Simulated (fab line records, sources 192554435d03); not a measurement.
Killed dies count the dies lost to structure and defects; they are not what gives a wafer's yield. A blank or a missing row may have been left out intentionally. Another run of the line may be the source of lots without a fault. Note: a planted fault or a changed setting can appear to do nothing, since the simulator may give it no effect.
fab line records	flow n5_finfet
record lots=6	wafers=18	last_day=18
route steps=1938 shown BEOL_M4@1111 BEOL_M6@1239 BEOL_M15@1830 PASSIVATION@1936
lots untouched by any fault: they come from a run of this same line in which no faults occurred
start_h: hours from the record's first day to the start of the lot's first wafer shown	wait_h: time in hours since the lot's previous step	" the same as in the row above	L1.1+2: a row that stands for several wafers	- no value present, or no start provided	* or withheld: withheld	< > ~ a bound
route shown NAME@n: NAME is a module with steps in the file, n the number in the route of the first one	usual: mean/standard deviation taken from wafers without a fault	same: alike in all rows	chamber/n: place in a boat	sites: each site's reading	_std_site: how widely they spread, as a standard deviation	_edge_site: outer sites' mean less inner sites'	radius_mm: how far each site lies from the wafer's centre	mask NAME#n: copy n	behind: tool/chamber where the wafer was last shaped	hold: why the lot went on hold/how many hours it stayed there/how the hold came to an end	device: which transistor (n, p or np) failed to switch	end of line: the same wafers' tests at the end of the route	where a step has no rows: the recipe by itself	killed: at the first sort, the dies lost to defects and structure; wafer yield is something else	map: per-die view of a wafer (x killed, . not killed, _ where there is no die)
set.NAME: the setting that was run; set.NAME@STEP: the one run at that earlier step	model.NAME: the simulator's own value behind a step, which no gauge read
one table for each step of the route and one row for each wafer, over a sample of lots
services: the hour from which a tool's chamber was out of use, counted from the record's first day as start_h (under 0 if before that day), plus the number of hours and why
## steps
# step N5_BEOL_M4_RC_MEAS_101
# usual DIBL_N=36.0/1.7	DIBL_P=36.0/2	IOFF_N=0.156/0.028	IOFF_P=0.21/0.04	ION_N=673/12	ION_P=463/8.3	SS_N=71.4/0.6	SS_P=73.3/0.66	VT_N=250/3	VT_P=-250/3.8
lot.wafer	tool	chamber	start_h	wait_h	DIBL_N[mV/V]	DIBL_P[mV/V]	IOFF_N[nA/um]	IOFF_P[nA/um]	ION_N[uA/um]	ION_P[uA/um]	SS_N[mV/dec]	SS_P[mV/dec]	VT_N[mV]	VT_P[mV]
L679.2	prober-01	0	173.52	0.2	33.3	32.2	0.102	0.17	653	460	70.6	72.2	256	-253
L679.5	"	0	"	"	35.7	35.4	0.135	0.20	654	456	72.1	73.7	254	-251
L679.6	"	0	"	"	35.2	34.4	0.136	0.20	666	459	71.4	72.7	254	-249
L681.2	prober-02	0	179.55	0.5	36.9	36.3	0.167	0.18	677	461	71.3	73.6	250	-254
L681.5	"	0	"	"	36.9	35.9	0.153	0.18	660	448	71.9	73.7	255	-255
L681.6	"	0	"	"	34.7	34.3	0.123	0.16	672	457	70.7	72.6	254	-254
L687.1	prober-02	0	216.26	0.0	37.0	36.3	0.172	0.20	684	466	72.0	73.8	248	-253
L687.5	"	0	"	"	36.4	35.2	0.160	0.18	684	468	71.0	73.5	248	-253
L687.6	"	0	"	"	36.6	36.0	0.163	0.19	682	461	71.5	73.7	251	-253
L688.3	prober-02	0	227.16	0.3	32.3	32.4	0.112	0.19	658	462	70.2	72.7	254	-249
L688.4	"	0	"	"	34.6	35.4	0.156	0.23	682	467	71.0	73.5	250	-247
L688.5	"	0	"	"	34.7	35.3	0.142	0.22	660	459	71.6	73.2	252	-247
L698.1	prober-01	0	300.79	0.0	38.1	38.5	0.208	0.24	692	468	71.7	73.9	247	-249
L698.4	"	0	"	"	37.2	36.4	0.179	0.20	673	455	71.9	73.5	249	-254
L698.6	"	0	"	"	38.8	38.3	0.202	0.25	686	466	72.1	74.6	246	-250
L701.1	prober-02	0	312.58	0.0	36.8	37.8	0.184	0.23	694	471	71.0	73.2	246	-249
L701.2	"	0	"	"	36.1	37.0	0.167	0.21	684	464	71.1	72.9	248	-251
L701.6	"	0	"	"	36.3	36.7	0.166	0.21	680	459	71.8	73.4	247	-253
# step N5_BEOL_M6_TRENCH_ETCH_37
# recipe chemistry=C4F6/O2	target_depth_a=944.35	target=SiCOH_lowk	time_s=31.5	ion_energy_ev=250	pressure_mtorr=30	source_w=345	bias_w=185	Ar_flow_sccm=300	C4F6_flow_sccm=10	O2_flow_sccm=10
# usual drypump_motor_current_A=5.8/0.45	oes_f_703_au=0.86/0.08	oes_product_au=0.85/0.078	rf_vpp_V=660/11	showerhead_plenum_p_Torr=2.87/0.076	throttle_valve_pct=20.90/0.22
lot.wafer	tool	chamber	start_h	wait_h	drypump_motor_current_A	oes_f_703_au	oes_product_au	rf_hours_counter_h	rf_vpp_V	showerhead_plenum_p_Torr	throttle_valve_pct
L679.2	rie_diel-01	1	192.60	-	6.5	0.86	0.86	75	669	2.88	20.61
L679.5	"	0	"	"	6.7	0.99	0.97	-	652	2.91	20.72
L679.6	"	3	"	"	5.5	0.71	0.70	-	660	2.81	21.06
L681.2	rie_diel-01	3	195.10	-	5.5	0.71	0.70	230	661	2.81	21.07
L681.5	"	2	"	"	5.3	0.73	0.70	-	645	2.81	21.16
L681.6	"	1	"	"	6.4	0.86	0.85	-	670	2.88	20.60
L687.1	rie_diel-01	2	237.49	-	5.3	1.00	0.77	3	643	2.80	20.74
L687.5	"	0	"	"	6.7	0.92	0.72	-	654	2.91	20.68
L687.6	"	3	"	"	5.5	0.70	0.55	-	659	2.81	21.05
L688.3	rie_diel-01	1	246.21	-	6.4	0.83	0.66	95	669	2.87	20.57
L688.4	"	2	"	"	5.3	0.98	0.77	6	644	2.80	20.73
L688.5	"	0	"	"	6.7	0.92	0.71	-	652	2.90	20.67
L698.1	rie_diel-01	3	318.24	-	5.4	0.94	0.94	13	660	2.80	20.77
L698.4	"	2	"	"	5.3	0.93	0.90	27	643	2.79	20.82
L698.6	"	3	"	"	5.5	0.94	0.94	-	660	2.80	20.76
L701.1	rie_diel-06	2	332.73	-	5.5	0.89	0.87	46	668	2.90	20.87
L701.2	"	3	"	"	5.6	0.74	0.72	234	653	2.79	21.30
L701.6	"	1	"	"	6.0	0.83	0.81	-	667	3.01	20.86
# step N5_BEOL_M6_OCD_MEAS_38
# usual trench_depth_nm=94.9/1.6
lot.wafer	tool	chamber	start_h	wait_h	trench_depth_nm
L679.2	ocd-02	-	192.75	-	96.3
L679.5	"	-	"	"	96.2
L679.6	"	-	"	"	94.4
L681.2	ocd-02	-	195.25	-	93.3
L681.5	"	-	"	"	93.3
L681.6	"	-	"	"	94.9
L687.1	ocd-02	-	237.64	-	64.9
L687.5	"	-	"	"	64.4
L687.6	"	-	"	"	62.9
L688.3	ocd-01	-	246.36	-	64.9
L688.4	"	-	"	"	65.3
L688.5	"	-	"	"	64.6
L698.1	ocd-01	-	318.40	-	96.1
L698.4	"	-	"	"	96.4
L698.6	"	-	"	"	96.9
L701.1	ocd-01	-	332.89	-	93.2
L701.2	"	-	"	"	95.9
L701.6	"	-	"	"	94.4
# step N5_BEOL_M6_CD_MEAS_35
# recipe target_cd_nm=40	target_cd_y_nm=28	polarity=opening
# usual cd_nm=40.2/0.53
lot.wafer	tool	chamber	start_h	wait_h	cd_nm
L679.2	cd_sem-01	-	192.90	0.0	41.1
L679.5	"	-	"	"	39.7
L679.6	"	-	"	"	40.2
L681.2	cd_sem-01	-	195.40	0.0	40.0
L681.5	"	-	"	"	40.5
L681.6	"	-	"	"	39.5
L687.1	cd_sem-03	-	237.80	0.0	40.0
L687.5	"	-	"	"	39.5
L687.6	"	-	"	"	39.7
L688.3	cd_sem-01	-	246.52	0.0	40.3
L688.4	"	-	"	"	39.6
L688.5	"	-	"	"	39.9
L698.1	cd_sem-01	-	318.55	0.0	40.1
L698.4	"	-	"	"	40.0
L698.6	"	-	"	"	40.7
L701.1	cd_sem-01	-	333.04	0.0	39.9
L701.2	"	-	"	"	39.7
L701.6	"	-	"	"	39.1
# step N5_BEOL_M6_PRE_CLEAN_45
# recipe gas=H2/He	time_s=30	temp_c=250
# usual heater_power_w=336/25	susceptor_temp_C=249.97/0.16
lot.wafer	tool	chamber	start_h	wait_h	heater_power_w	susceptor_temp_C
L679.2	pvd_sputter-02	-	193.30	0.0	378	250.13
L679.5	"	-	"	"	324	250.07
L679.6	"	-	"	"	314	249.94
L681.2	pvd_sputter-03	-	196.07	0.0	328	249.80
L681.5	"	-	"	"	348	249.92
L681.6	"	-	"	"	308	249.90
L687.1	pvd_sputter-01	-	238.34	0.0	296	249.92
L687.5	"	-	"	"	352	249.90
L687.6	"	-	"	"	294	249.81
L688.3	pvd_sputter-01	-	248.15	0.0	301	249.94
L688.4	"	-	"	"	398	249.76
L688.5	"	-	"	"	355	249.94
L698.1	pvd_sputter-02	-	319.14	0.0	320	250.03
L698.4	"	-	"	"	369	249.95
L698.6	"	-	"	"	344	249.87
L701.1	pvd_sputter-02	-	333.46	0.0	364	249.77
L701.2	"	-	"	"	310	249.91
L701.6	"	-	"	"	374	249.73
# step N5_BEOL_M6_SURFACE_TREAT_79
# recipe gas=Ar	time_s=*	ion_energy_ev=*	ion_current_ma_cm2=0.5	pressure_mtorr=*	ar_flow_sccm=30
# usual throttle_valve_pct=*
lot.wafer	tool	chamber	start_h	wait_h	throttle_valve_pct
L679.2	pvd_sputter-03	-	193.72	0.2	*
L679.5	"	-	"	"	*
L679.6	"	-	"	"	*
L681.2	pvd_sputter-03	-	196.43	0.2	*
L681.5	"	-	"	"	*
L681.6	"	-	"	"	*
L687.1	pvd_sputter-02	-	238.73	0.2	*
L687.5	"	-	"	"	*
L687.6	"	-	"	"	*
L688.3	pvd_sputter-01	-	248.61	0.2	*
L688.4	"	-	"	"	*
L688.5	"	-	"	"	*
L698.1	pvd_sputter-02	-	319.72	0.3	*
L698.4	"	-	"	"	*
L698.6	"	-	"	"	*
L701.1	pvd_sputter-01	-	333.84	0.2	*
L701.2	"	-	"	"	*
L701.6	"	-	"	"	*
# step N5_BEOL_M6_THK_MEAS_53
# recipe thk_meas_gauge=xrf	reads=Cu_of_BEOL_M6_ECD_50
# usual M6_THK=80.5/2
lot.wafer	tool	chamber	start_h	wait_h	M6_THK[nm]
L679.2	film_metro-01	-	194.76	-	82.4
L679.5	"	-	"	"	80.0
L679.6	"	-	"	"	80.0
L681.2	film_metro-02	-	197.69	-	78.2
L681.5	"	-	"	"	78.8
L681.6	"	-	"	"	80.1
L687.1	film_metro-01	-	240.01	-	52.9
L687.5	"	-	"	"	51.3
L687.6	"	-	"	"	50.8
L688.3	film_metro-01	-	249.80	-	51.2
L688.4	"	-	"	"	50.1
L688.5	"	-	"	"	51.4
L698.1	film_metro-01	-	321.33	-	81.4
L698.4	"	-	"	"	80.6
L698.6	"	-	"	"	81.3
L701.1	film_metro-01	-	336.20	-	79.1
L701.2	"	-	"	"	81.6
L701.6	"	-	"	"	80.7
# step N5_BEOL_M6_RS_MEAS_57
# recipe thk_meas_gauge=four-point-probe	reads=Cu_of_BEOL_M6_ECD_50+Co_of_BEOL_M6_CVD_78+TaN_of_BEOL_M6_ALD_77
# usual M6_RS=0.287/0.0083
lot.wafer	tool	chamber	start_h	wait_h	M6_RS[ohm/sq]
L679.2	film_metro-01	-	194.89	0.1	0.281
L679.5	"	-	"	"	0.291
L679.6	"	-	"	"	0.292
L681.2	film_metro-01	-	197.83	0.1	0.297
L681.5	"	-	"	"	0.295
L681.6	"	-	"	"	0.288
L687.1	film_metro-01	-	240.17	0.1	0.476
L687.5	"	-	"	"	0.491
L687.6	"	-	"	"	0.500
L688.3	film_metro-02	-	249.93	0.1	0.499
L688.4	"	-	"	"	0.512
L688.5	"	-	"	"	0.494
L698.1	film_metro-01	-	321.46	0.1	0.281
L698.4	"	-	"	"	0.282
L698.6	"	-	"	"	0.281
L701.1	film_metro-01	-	336.33	0.1	0.293
L701.2	"	-	"	"	0.283
L701.6	"	-	"	"	0.287
# step N5_BEOL_M15_RC_MEAS_101
# usual COMB_M10=1.46e-11/2.8e-12	COMB_M11=1.5e-11/3e-12	COMB_M12=6.6e-12/1.4e-12	COMB_M13=5.1e-12/1.1e-12	COMB_M14=3.8e-12/7.8e-13	COMB_M14_max_site=5.4e-12/1.2e-12	COMB_M15=2.8e-12/5.2e-13	COMB_M5=3.6e-11/6.8e-12	COMB_M7=2.6e-11/5.5e-12	COMB_M8=2.6e-11/4.5e-12	COMB_M8_max_site=3.7e-11/7.6e-12	COMB_M9=1.46e-11/2.9e-12	SERP_M10=3.04/0.091	SERP_M11=3.09/0.094	SERP_M12=0.636/0.017	SERP_M13=0.311/0.0067	SERP_M14=0.158/0.0049	SERP_M5=38.7/1.7	SERP_M6=13.8/0.5	SERP_M6_max_site=14.3/0.58	SERP_M7=13.8/0.57	SERP_M8=13.6/0.5	SERP_M9=3.10/0.1	SERP_M9_max_site=3.21/0.1
lot.wafer	tool	chamber	start_h	wait_h	COMB_M10[S/m]	COMB_M11[S/m]	COMB_M12[S/m]	COMB_M13[S/m]	COMB_M14[S/m]	COMB_M14_max_site[S/m]	COMB_M15[S/m]	COMB_M5[S/m]	COMB_M7[S/m]	COMB_M8[S/m]	COMB_M8_max_site[S/m]	COMB_M9[S/m]	SERP_M10[ohm/um]	SERP_M11[ohm/um]	SERP_M12[ohm/um]	SERP_M13[ohm/um]	SERP_M14[ohm/um]	SERP_M5[ohm/um]	SERP_M6[ohm/um]	SERP_M6_max_site[ohm/um]	SERP_M7[ohm/um]	SERP_M8[ohm/um]	SERP_M9[ohm/um]	SERP_M9_max_site[ohm/um]
L681.2	prober-02	0	266.78	0.2	1.34e-11	1.3e-11	4.6e-12	3.6e-12	4.7e-12	6.7e-12	3.1e-12	3.6e-11	1.9e-11	3.1e-11	4.5e-11	1.95e-11	3.01	2.99	0.630	0.309	0.160	38.8	14.4	14.9	14.7	14.1	3.20	3.30
L681.5	"	0	"	"	1.23e-11	1.4e-11	6.3e-12	5.3e-12	4.1e-12	6.3e-12	3.6e-12	3.5e-11	2.6e-11	2.6e-11	4.2e-11	1.58e-11	2.96	2.99	0.654	0.315	0.158	38.8	13.7	14.8	13.8	13.4	3.05	3.19
L681.6	"	0	"	"	1.44e-11	1.3e-11	5.7e-12	4.6e-12	4.6e-12	6.4e-12	3.2e-12	3.6e-11	2.3e-11	2.8e-11	3.4e-11	1.51e-11	2.98	3.10	0.630	0.315	0.149	38.9	14.3	14.6	14.6	12.6	3.16	3.25
L679.2	prober-02	0	267.71	0.2	1.58e-11	1.2e-11	7.5e-12	5.1e-12	6.6e-12	8.7e-12	2.4e-12	3e-11	2.5e-11	3.1e-11	3.9e-11	1.37e-11	3.04	3.14	0.641	0.316	0.158	41.1	13.0	13.5	13.5	13.5	3.06	3.18
L679.5	"	0	"	"	1.4e-11	1.5e-11	7.1e-12	4.3e-12	3.7e-12	4.2e-12	3.1e-12	4.1e-11	3.3e-11	2.8e-11	3.1e-11	2.35e-11	3.09	3.05	0.668	0.317	0.160	38.2	14.1	14.4	13.4	13.5	3.11	3.17
L679.6	"	0	"	"	2e-11	1.4e-11	7.7e-12	5e-12	3.7e-12	4.5e-12	4e-12	4.4e-11	2.4e-11	2.7e-11	3.4e-11	1.5e-11	3.00	3.25	0.629	0.312	0.168	39.6	13.7	14.6	13.8	13.7	3.09	3.22
L688.3	prober-01	0	318.23	0.3	1.77e-11	1.3e-11	4e-12	4.7e-12	3.8e-12	6.1e-12	2.7e-12	3.5e-11	3.9e-11	1.9e-11	2.6e-11	1.26e-11	2.91	3.15	0.687	0.302	0.150	40.2	23.3	24.4	14.3	13.4	2.96	3.13
L688.4	"	0	"	"	1.05e-11	2.3e-11	5.9e-12	5.9e-12	3.6e-12	6.6e-12	2.8e-12	3.9e-11	2.9e-11	2.1e-11	4.5e-11	9.4e-12	3.04	3.25	0.638	0.313	0.160	34.7	23.8	26.0	13.8	12.9	2.99	3.11
L688.5	"	0	"	"	1.64e-11	1.9e-11	4.2e-12	4.6e-12	3.5e-12	4.9e-12	2.5e-12	2.7e-11	2.7e-11	3e-11	4.4e-11	1.48e-11	3.03	3.19	0.663	0.305	0.148	39.2	23.1	23.8	14.5	13.7	3.11	3.17
L687.1	prober-02	0	319.96	0.0	1.08e-11	1.3e-11	6.6e-12	4.8e-12	3.7e-12	4e-12	1.9e-12	3e-11	1.6e-11	3.7e-11	4.1e-11	1.58e-11	2.99	3.14	0.662	0.312	0.158	35.6	22.0	23.2	13.5	13.7	3.00	3.15
L687.5	"	0	"	"	1.13e-11	1.7e-11	8.5e-12	2.8e-12	4.4e-12	5.7e-12	3e-12	3.2e-11	3.2e-11	2.4e-11	2.8e-11	1.56e-11	3.04	3.19	0.644	0.312	0.154	37.0	23.0	24.1	14.1	13.9	3.03	3.19
L687.6	"	0	"	"	1.35e-11	1.5e-11	6.2e-12	3.6e-12	3.6e-12	4.4e-12	3.3e-12	3.3e-11	2.2e-11	2.8e-11	3.6e-11	1.6e-11	3.09	3.11	0.628	0.320	0.159	36.4	22.9	25.0	13.8	13.9	3.21	3.29
L698.1	prober-01	0	389.13	0.0	1.23e-11	1.2e-11	8.6e-12	4e-12	3.3e-12	4.7e-12	2.3e-12	3.2e-11	2.6e-11	2.2e-11	3.1e-11	1.02e-11	3.10	3.22	0.617	0.318	0.151	38.3	13.0	14.7	13.1	14.5	3.05	3.12
L698.4	"	0	"	"	1.66e-11	2e-11	6.6e-12	4.7e-12	3.7e-12	5.7e-12	3.1e-12	4.2e-11	3.6e-11	1.8e-11	3e-11	1.07e-11	3.22	3.03	0.667	0.319	0.161	40.0	13.4	14.6	13.9	13.9	3.18	3.22
L698.6	"	0	"	"	1.18e-11	1.8e-11	5.8e-12	6.1e-12	3.9e-12	5.7e-12	2.2e-12	3.4e-11	2.6e-11	2.2e-11	2.9e-11	1.35e-11	3.00	3.07	0.643	0.313	0.148	38.0	13.0	14.0	13.2	13.3	2.92	3.08
L701.1	prober-01	0	406.16	0.0	1.81e-11	1.9e-11	6.1e-12	3.6e-12	4.2e-12	5e-12	2e-12	2.3e-11	2.1e-11	3.1e-11	4.1e-11	8.8e-12	2.97	3.13	0.638	0.316	0.158	39.5	14.4	14.7	13.9	12.8	3.08	3.20
L701.2	"	0	"	"	1.79e-11	1.5e-11	7.9e-12	4.9e-12	3.5e-12	6.8e-12	2.1e-12	3e-11	2.7e-11	2.7e-11	4.2e-11	1.02e-11	2.82	3.08	0.631	0.316	0.159	38.0	13.9	14.3	13.4	13.5	3.16	3.21
L701.6	"	0	"	"	1.65e-11	1.7e-11	6e-12	5e-12	3.8e-12	4.6e-12	2.8e-12	3.1e-11	2.2e-11	3.1e-11	4.9e-11	1.44e-11	2.93	3.22	0.627	0.312	0.150	39.1	14.5	14.8	13.8	12.9	3.30	3.32
# sites SERP_M6 radius_mm=0,75,75,75,75,140,140,140,140
L681.2 14.0 14.2 14.2 14.6 14.1 14.9 14.8 14.4 14.8
L679.2 12.3 13.0 13.0 12.8 12.6 13.2 12.9 13.1 13.5
L688.3 22.3 23.3 22.8 23.0 23.2 24.4 24.1 23.9 24.0
L687.1 21.0 21.2 21.7 21.8 22.0 22.7 22.7 22.4 23.2
L698.1 12.6 12.7 12.6 13.0 12.9 14.0 14.7 13.8 14.7
L701.1 14.4 14.4 14.1 14.3 13.7 14.1 14.5 14.7 14.5
# step N5_PASSIVATION_PROBE_49
# usual defect_limited_yield=91.6/1.6	killed_at_M0_to_M3=31/10	killed_at_M4_up=14/6.3	killed_at_contacts=12/6.1	killed_at_front_end=39/12	killed_at_other=3.7/2.8	killed_dies=100/19	killed_on_rim=13/4.2	killed_open=66/14	killed_short=33/8.1	sort_bin_5_function=5.0/1.1	sort_bin_6_memory=3.2/0.66	sort_bin_8_speed=0.01/0.077	sort_n_pass=1080/18
# same gross_dies=1180	killed_at_back_side=0	sort_bin_4_leakage[%]=0
lot.wafer	tool	chamber	start_h	wait_h	defect_limited_yield[%]	killed_at_M0_to_M3	killed_at_M4_up	killed_at_contacts	killed_at_front_end	killed_at_other	killed_dies	killed_on_rim	killed_open	killed_short	sort_bin_5_function[%]	sort_bin_6_memory[%]	sort_bin_8_speed[%]	sort_n_pass
L681.2	prober-02	-	280.50	0.1	90.0	20	9	33	51	5	118	13	85	33	5.7	4.0	0	1062
L681.5	prober-02	-	280.65	0.2	94.3	34	10	3	17	3	67	5	37	30	3.2	2.4	0	1113
L681.6	prober-02	-	280.70	0.3	91.5	29	26	7	36	2	100	6	70	30	5.3	3.1	0	1080
L679.2	prober-01	-	286.84	0.1	91.9	30	19	11	26	9	95	9	64	30	5.2	2.7	0	1085
L679.5	prober-01	-	286.99	0.2	90.2	49	15	17	29	6	116	10	85	30	6.0	3.7	0	1064
L679.6	prober-01	-	287.04	0.3	90.8	43	19	11	30	5	108	9	69	37	5.3	3.4	0	1072
L688.3	prober-01	-	331.12	0.1	88.6	48	24	8	51	3	134	9	83	36	6.7	3.2	1.02	1046
L688.4	prober-01	-	331.17	0.2	89.5	33	38	11	37	5	124	16	50	44	5.5	2.5	2.20	1056
L688.5	prober-01	-	331.22	0.2	90.5	43	27	13	28	1	112	9	58	45	5.7	2.7	0.59	1068
L687.1	prober-02	-	334.33	0.0	89.4	32	29	8	51	5	125	25	79	38	6.2	3.5	0.34	1055
L687.5	prober-02	-	334.53	0.2	90.3	21	33	8	50	2	114	14	69	30	4.7	3.6	1.27	1066
L687.6	prober-02	-	334.58	0.3	88.6	29	36	11	53	5	134	20	82	34	6.6	3.3	1.10	1046
L698.1	prober-02	-	404.40	0.0	92.7	21	18	4	39	4	86	11	60	25	4.7	2.4	0	1094
L698.4	prober-02	-	404.55	0.2	92.6	23	22	6	34	2	87	10	56	29	4.2	2.9	0	1093
L698.6	prober-02	-	404.65	0.3	93.0	25	17	13	27	1	83	9	51	32	4.6	2.2	0	1097
L701.1	prober-02	-	419.93	0.0	92.6	36	11	7	32	1	87	8	63	24	4.2	3.1	0	1093
L701.2	prober-02	-	419.98	0.1	90.7	26	19	9	48	8	110	14	72	36	5.7	3.4	0	1070
L701.6	prober-02	-	420.18	0.3	92.5	31	8	13	36	0	88	5	64	23	4.5	2.8	0	1092
# killed by level:class
L681.2 MOL_CONTACT_COAG:geometric_particle:open=27 STI_FIN_REVEAL:geometric_particle:open=17 FIN_SAQP:geometric_particle:open=11 BEOL_M2:geometric_particle:open=8 MOL_CONTACT_COAG:geometric_particle:short=6 STI_FIN_REVEAL:geometric_particle:short=4 BEOL_M0_SAQP:geometric_particle:short=4 BEOL_M0_SAQP:geometric_particle:open=4
L681.5 BEOL_M0_SAQP:geometric_particle:short=10 BEOL_M2:geometric_particle:open=8 BEOL_M4:geometric_particle:open=6 FIN_SAQP:geometric_particle:short=4 BEOL_M0_SAQP:geometric_particle:open=4 BEOL_M0:geometric_particle:open=4 BEOL_M0:geometric_particle:short=4 FIN_SAQP:geometric_particle:open=3
L681.6 BEOL_M4:geometric_particle:open=14 BEOL_M2:geometric_particle:open=12 STI_FIN_REVEAL:geometric_particle:open=10 BEOL_M4:geometric_particle:short=6 STI_FIN_REVEAL:geometric_particle:short=5 MOL_CONTACT_COAG:geometric_particle:open=5 BEOL_M3:geometric_particle:open=5 STARTING-WAFER:geometric_particle:short=5
L679.2 BEOL_M0_SAQP:geometric_particle:open=12 MOL_CONTACT_COAG:geometric_particle:open=10 BEOL_M0_SAQP:geometric_particle:short=8 BEOL_M5:geometric_particle:open=7 BEOL_M2:geometric_particle:open=5 GATE_CUT:geometric_particle:short=4 STARTING-WAFER:geometric_particle:short=4 MIM_TOP:geometric_particle:open=4
L679.5 BEOL_M0_SAQP:geometric_particle:open=20 MOL_CONTACT_COAG:geometric_particle:open=15 BEOL_M0_SAQP:geometric_particle:short=10 FIN_SAQP:geometric_particle:short=7 BEOL_M1:geometric_particle:open=7 BEOL_M4:geometric_particle:open=6 FIN_SAQP:geometric_particle:open=5 BEOL_M2:geometric_particle:open=5
L679.6 BEOL_M0_SAQP:geometric_particle:open=12 BEOL_M0_SAQP:geometric_particle:short=11 BEOL_M3:geometric_particle:open=9 MOL_CONTACT_COAG:geometric_particle:open=8 FIN_SAQP:geometric_particle:open=5 BEOL_M1:geometric_particle:open=5 BEOL_M4:geometric_particle:open=5 DUMMY_GATE:geometric_particle:open=4
L688.3 BEOL_M0_SAQP:geometric_particle:open=15 FIN_SAQP:geometric_particle:short=13 BEOL_M6:area_ecd=12 BEOL_M3:geometric_particle:open=11 FIN_SAQP:geometric_particle:open=10 BEOL_M0_SAQP:geometric_particle:short=10 STI_FIN_REVEAL:geometric_particle:open=9 BEOL_M2:geometric_particle:open=8
L688.4 BEOL_M6:area_ecd=26 FIN_SAQP:geometric_particle:short=12 BEOL_M0_SAQP:geometric_particle:short=12 FIN_SAQP:geometric_particle:open=8 MOL_CONTACT_COAG:geometric_particle:open=8 BEOL_M0_SAQP:geometric_particle:open=6 BEOL_M3:geometric_particle:open=4 STI_FIN_REVEAL:geometric_particle:open=3
L688.5 BEOL_M0_SAQP:geometric_particle:short=17 MOL_CONTACT_COAG:geometric_particle:open=10 GATE_CUT:geometric_particle:short=8 BEOL_M0_SAQP:geometric_particle:open=7 BEOL_M6:area_ecd=7 BEOL_M3:geometric_particle:open=6 BEOL_M4:geometric_particle:open=6 STI_FIN_REVEAL:geometric_particle:open=5
L687.1 FIN_SAQP:geometric_particle:open=20 BEOL_M4:geometric_particle:open=11 BEOL_M0_SAQP:geometric_particle:open=10 MOL_CONTACT_COAG:geometric_particle:open=7 STARTING-WAFER:geometric_particle:short=7 BEOL_M0_SAQP:geometric_particle:short=6 FIN_SAQP:geometric_particle:short=5 BEOL_M3:geometric_particle:open=5
L687.5 STI_FIN_REVEAL:geometric_particle:open=16 BEOL_M6:area_ecd=15 BEOL_M4:geometric_particle:open=12 BEOL_M2:geometric_particle:open=10 FIN_SAQP:geometric_particle:open=9 MOL_CONTACT_COAG:geometric_particle:open=7 STI_FIN_REVEAL:geometric_particle:short=4 GATE_CUT:geometric_particle:short=4
L687.6 FIN_SAQP:geometric_particle:open=17 BEOL_M6:area_ecd=13 MOL_CONTACT_COAG:geometric_particle:open=10 BEOL_M4:geometric_particle:open=9 FIN_SAQP:geometric_particle:short=7 DUMMY_GATE:geometric_particle:open=7 BEOL_M0_SAQP:geometric_particle:short=5 BEOL_M2:geometric_particle:open=5
L698.1 FIN_SAQP:geometric_particle:open=8 BEOL_M1:geometric_particle:open=8 BEOL_M5:geometric_particle:open=7 FIN_SAQP:geometric_particle:short=5 GATE_CUT:geometric_particle:open=5 BEOL_M4:geometric_particle:open=5 MOL_CONTACT_COAG:geometric_particle:open=4 STARTING-WAFER:geometric_particle:open=4
L698.4 BEOL_M4:geometric_particle:open=10 FIN_SAQP:geometric_particle:open=8 BEOL_M5:geometric_particle:open=7 BEOL_M0_SAQP:geometric_particle:short=7 MOL_CONTACT_COAG:geometric_particle:open=6 BEOL_M1:geometric_particle:open=5 FIN_CUT:geometric_particle:short=4 STI_FIN_REVEAL:geometric_particle:open=4
L698.6 MOL_CONTACT_COAG:geometric_particle:open=10 BEOL_M0_SAQP:geometric_particle:short=7 BEOL_M1:geometric_particle:open=7 FIN_SAQP:geometric_particle:short=6 FIN_SAQP:geometric_particle:open=6 BEOL_M4:geometric_particle:open=6 BEOL_M5:geometric_particle:open=4 STI_FIN_REVEAL:geometric_particle:short=3
L701.1 BEOL_M3:geometric_particle:open=14 BEOL_M0_SAQP:geometric_particle:open=12 STI_FIN_REVEAL:geometric_particle:open=8 MOL_CONTACT_COAG:geometric_particle:open=7 GATE_CUT:geometric_particle:open=6 BEOL_M0_SAQP:geometric_particle:short=4 STARTING-WAFER:geometric_particle:open=4 STI_FIN_REVEAL:geometric_particle:short=3
L701.2 GATE_CUT:geometric_particle:short=13 STI_FIN_REVEAL:geometric_particle:open=12 BEOL_M2:geometric_particle:open=10 FIN_SAQP:geometric_particle:open=6 MOL_CONTACT_COAG:geometric_particle:open=6 BEOL_M4:geometric_particle:open=6 BEOL_M0_SAQP:geometric_particle:open=4 FIN_SAQP:geometric_particle:short=3
L701.6 BEOL_M3:geometric_particle:open=13 MOL_CONTACT_COAG:geometric_particle:open=11 FIN_SAQP:geometric_particle:open=8 BEOL_M0:geometric_particle:open=7 BEOL_M0_SAQP:geometric_particle:open=6 FIN_SAQP:geometric_particle:short=4 DUMMY_GATE:geometric_particle:open=4 STARTING-WAFER:geometric_particle:open=3
## services
tool	chamber	start_h	hours	kind
rie_diel-06	2	184.66	-	clean
rie_diel-06	2	184.66	-	consumable_replace:focus_ring
rie_diel-06	2	184.66	21.6	scheduled_down
rie_diel-06	2	184.66	21.6	vent_cycle
rie_diel-01	2	210.24	-	clean
rie_diel-01	2	210.24	-	consumable_replace:focus_ring
rie_diel-01	2	210.24	15.4	scheduled_down
rie_diel-01	2	210.24	15.4	vent_cycle
rie_diel-01	3	247.96	-	clean
rie_diel-01	3	247.96	-	consumable_replace:focus_ring
rie_diel-01	3	247.96	16.2	scheduled_down
rie_diel-01	3	247.96	16.2	vent_cycle
rie_diel-01	-	282.13	15.6	pm
pvd_sputter-01	-	310.44	9.1	repair
rie_diel-06	-	319.09	2.8	pm
## key
first_sign step=N5_BEOL_M6_TRENCH_ETCH_37	reading=oes_product_au	direction=down	sigmas=2	usual=0.85	struck=0.69	wafers_moved=5
effect step=N5_BEOL_M6_OCD_MEAS_38	reading=trench_depth_nm	direction=down	sigmas=19	usual=94.9	struck=64.5
effect step=N5_BEOL_M6_THK_MEAS_53	reading=M6_THK	direction=down	sigmas=14	usual=80.5	struck=51.3
effect step=N5_BEOL_M6_RS_MEAS_57	reading=M6_RS	direction=up	sigmas=25	usual=0.287	struck=0.495
effect step=N5_BEOL_M15_RC_MEAS_101	reading=SERP_M6	direction=up	sigmas=19	usual=13.8	struck=23.0
effect step=N5_PASSIVATION_PROBE_49	reading=sort_bin_8_speed	direction=up	sigmas=13	usual=0.01	struck=1.09
met_at N5_BEOL_M6_TRENCH_ETCH_37
struck_lots L687,L688
not_acting_at N5_BEOL_M6_CD_MEAS_35,N5_BEOL_M6_PRE_CLEAN_45,N5_BEOL_M6_SURFACE_TREAT_79
onset_between 195.10 237.49
fault kind=process_parameter_drift	tool=rie_diel-01	chamber=-	onset_h=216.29	steps=N5_BEOL_M6_TRENCH_ETCH_37	channel=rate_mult	offset=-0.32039	shape=step	end_h=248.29
